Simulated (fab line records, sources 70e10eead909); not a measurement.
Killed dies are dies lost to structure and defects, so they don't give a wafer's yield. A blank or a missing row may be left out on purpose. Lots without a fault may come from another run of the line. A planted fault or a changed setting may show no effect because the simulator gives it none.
Chamber matching | flow nand_harc | NHARC_A_STAIRCASE_DESCUM_443 on rie_diel-01: 4 sister chambers
The step chemistry O2, time 3 s. 16 wafers are shown with their chamber, then 8 later ones without.

WAFERS WITH THEIR CHAMBER
wafer  | chamber | showerhead_plenum_p_Torr (Torr) | drypump_motor_current_A (A) | rf_vpp_V (V)
L075.3 | 3       | 2.00                            | 6.3                         | 58.4
L075.4 | 0       | 1.78                            | 6.4                         | 57.7
L075.5 | 0       | 1.78                            | 6.3                         | 56.7
L077.3 | 1       | 1.94                            | 5.6                         | 58.1
L077.5 | 0       | 1.77                            | 6.4                         | 56.8
L077.6 | 1       | 1.94                            | 5.6                         | 57.3
L082.2 | 3       | 2.00                            | 6.3                         | 58.2
L082.4 | 0       | 1.77                            | 6.3                         | 56.2
L082.6 | 2       | 1.90                            | 6.7                         | 58.2
L087.2 | 0       | 1.77                            | 6.4                         | 57.2
L087.3 | 3       | 2.00                            | 6.3                         | 60.0
L087.5 | 3       | 2.00                            | 6.3                         | 58.3
L088.2 | 1       | 1.92                            | 5.7                         | 58.0
L088.4 | 0       | 1.76                            | 6.3                         | 58.1
L088.5 | 2       | 1.90                            | 6.6                         | 58.2
L091.1 | 2       | 1.90                            | 6.6                         | 57.9

SIGNATURES (means of the wafers above)
reading                  | chamber 0 | chamber 1 | chamber 2 | chamber 3 | scatter within a chamber
showerhead_plenum_p_Torr | 1.7717    | 1.9333    | 1.9000    | 2.0000    | 0.00677
drypump_motor_current_A  | 6.350     | 5.633     | 6.633     | 6.300     | 0.0486
rf_vpp_V                 | 57.117    | 57.800    | 58.100    | 58.725    | 0.649
Rule: a wafer's distance from a chamber is the root of the sum, over the readings, of the square of ((its reading less the chamber's mean) divided by the reading's scatter). The wafer belongs to the nearest chamber; if the next one is less than 2 further off, it can't be placed. The scatter: the root of (the sum of the squares of (reading less its chamber's mean) over the shown wafers, divided by (wafers less chambers)).

WAFERS WITHOUT THEIR CHAMBER
wafer  | showerhead_plenum_p_Torr (Torr) | drypump_motor_current_A (A) | rf_vpp_V (V)
L091.5 | 1.90                            | 6.6                         | 58.1
L091.6 | 1.99                            | 6.3                         | 57.4
L093.2 | 1.92                            | 5.6                         | 58.1
L093.3 | 1.90                            | 6.6                         | 59.4
L093.6 | 1.90                            | 6.6                         | 56.8
L096.1 | 1.76                            | 6.3                         | 55.4
L096.2 | 1.90                            | 6.6                         | 58.8
L096.3 | 1.99                            | 6.2                         | 55.3

WHICH CHAMBER EACH WENT THROUGH
wafer  | from the rows above | in truth
L091.5 | 2                   | 2
L091.6 | 3                   | 3
L093.2 | 1                   | 1
L093.3 | 2                   | 2
L093.6 | 2                   | 2
L096.1 | 0                   | 0
L096.2 | 2                   | 2
L096.3 | 3                   | 3
Placed correctly: 8 of 8. Can't be placed from these rows: 0. Placed wrongly: 0.
